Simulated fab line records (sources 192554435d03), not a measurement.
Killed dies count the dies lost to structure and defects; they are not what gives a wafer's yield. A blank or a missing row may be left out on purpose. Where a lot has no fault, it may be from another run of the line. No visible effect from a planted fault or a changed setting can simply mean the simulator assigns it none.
One fault seen from 2 desks ; flow n5_finfet ; each desk holds nothing but its own numbers, with what lay behind them at the end

## AT THE METROLOGY DESK
What the gauges read for every lot (on any tool): the sampled wafers with a number, averaged. If a lot's mean is further than 4 standard deviations from the usual mean, the lot is out of limits and carries the mark OUT (the distance appears in the brackets). Of its 26 readings 7 are shown: the one that was out of limits first, and those that lie furthest out on some lot.
Columns: A = trench_depth_nm at N5_BEOL_M7_OCD_MEAS_38, usual 93.0 nm; B = M7_THK at N5_BEOL_M7_THK_MEAS_53, usual 78.2 nm; C = M7_RS at N5_BEOL_M7_RS_MEAS_57, usual 0.292 ohm/sq; D = COMB_M12 at N5_BEOL_M15_RC_MEAS_101, usual 6.8e-12 S/m; E = SERP_M7 at N5_BEOL_M15_RC_MEAS_101, usual 14.3 ohm/um; F = SERP_M7_max_site at N5_BEOL_M15_RC_MEAS_101, usual 14.9 ohm/um; G = SERP_M9 at N5_BEOL_M15_RC_MEAS_101, usual 3.07 ohm/um
lot;first seen here;A;B;C;D;E;F;G
L298;day 9 18:43;93.2;80.8;0.287;6.3e-12;14.3;15.0;3.21
L301;day 10 14:34;93.6;78.3;0.286;6.8e-12;14.0;14.6;3.11
L304;day 11 13:26;91.0;77.0;0.298;7.8e-12;14.3;14.9;3.06
L305;day 11 14:19;114.8 (+15) OUT;100.7 (+11) OUT;0.220 (-7.9) OUT;6.3e-12;11.0 (-4.4) OUT;11.2 (-4.5) OUT;3.07
L310;day 12 18:50;118.0 (+17) OUT;102.2 (+11) OUT;0.216 (-8.3) OUT;9.2e-12;11.4;11.9;3.05
L311;day 12 21:09;106.0 (+8.7) OUT;92.5 (+6.8) OUT;0.248 (-4.8) OUT;9.7e-12;12.2;12.4;3.05
L317;day 14 14:04;94.3;79.4;0.287;7.1e-12;14.1;14.8;2.97
This desk's verdict: out of limits on L305, L310, L311, starting with L305 at day 11 14:19 (trench_depth_nm at N5_BEOL_M7_OCD_MEAS_38). L298, L301, L304, L317: within limits.

## AT THE TOOL OWNER'S DESK: rie_diel-06
The tool's own readings at N5_BEOL_M7_TRENCH_ETCH_37 (etches SiCOH lowk in C4F6/O2, target depth 93.478 nm, time 31.2 s): means of the sampled wafers that have a number, for each lot that ran on this tool. If a lot's mean is further than 4 standard deviations from the usual mean, the lot is out of limits and carries the mark OUT (the distance appears in the brackets). Of its 8 readings 7 are shown: the one that was out of limits first, and those that lie furthest out on some lot.
Columns: A = drypump_motor_current_A at N5_BEOL_M7_TRENCH_ETCH_37, usual 5.6 A; B = oes_f_703_au at N5_BEOL_M7_TRENCH_ETCH_37, usual 0.79 a.u.; C = oes_o_777_au at N5_BEOL_M7_TRENCH_ETCH_37, usual 0.79 a.u.; D = oes_product_au at N5_BEOL_M7_TRENCH_ETCH_37, usual 0.80 a.u.; E = rf_vpp_V at N5_BEOL_M7_TRENCH_ETCH_37, usual 666 V; F = run_length_s at N5_BEOL_M7_TRENCH_ETCH_37, usual 54.6 s; G = showerhead_plenum_p_Torr at N5_BEOL_M7_TRENCH_ETCH_37, usual 2.81 Torr
lot;first seen here;A;B;C;D;E;F;G
L298;day 9 18:34;5.1;0.80;0.79;0.79;653;55.0;2.80
L301;day 10 14:20;5.3;0.78;0.77;0.76;657;54.2;2.74
L305;day 11 14:10;4.8;0.85;0.83;0.88;659;63.9 (+19) OUT;2.94
L310;day 12 18:41;4.9;0.85;0.85;0.90;676;63.2 (+18) OUT;2.98
L311;day 12 20:59;5.2;0.83;0.84;0.86;682;58.1 (+7.4) OUT;2.88
This desk's verdict: out of limits on L305, L310, L311, starting with L305 at day 11 14:10 (run_length_s at N5_BEOL_M7_TRENCH_ETCH_37). L298, L301: within limits.

## ALL TOGETHER
On L305, L310, L311, at day 11 14:10, an alarm was possible from the tool owner's desk.
An alarm was possible from the metrology desk at day 11 14:19, on L305, L310, L311.
Every lot named ran N5_BEOL_M7_TRENCH_ETCH_37 on rie_diel-06.

## WHAT WAS PUT IN BY THE SIMULATOR
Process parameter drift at N5_BEOL_M7_TRENCH_ETCH_37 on rie_diel-06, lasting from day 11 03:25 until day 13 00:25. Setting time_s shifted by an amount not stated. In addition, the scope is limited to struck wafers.
Shown lots that were struck: L305, L310, L311.
Counting hours from when the fault started, the first reading out of limits came at 11 for the tool owner's desk and at 11 for the metrology desk.
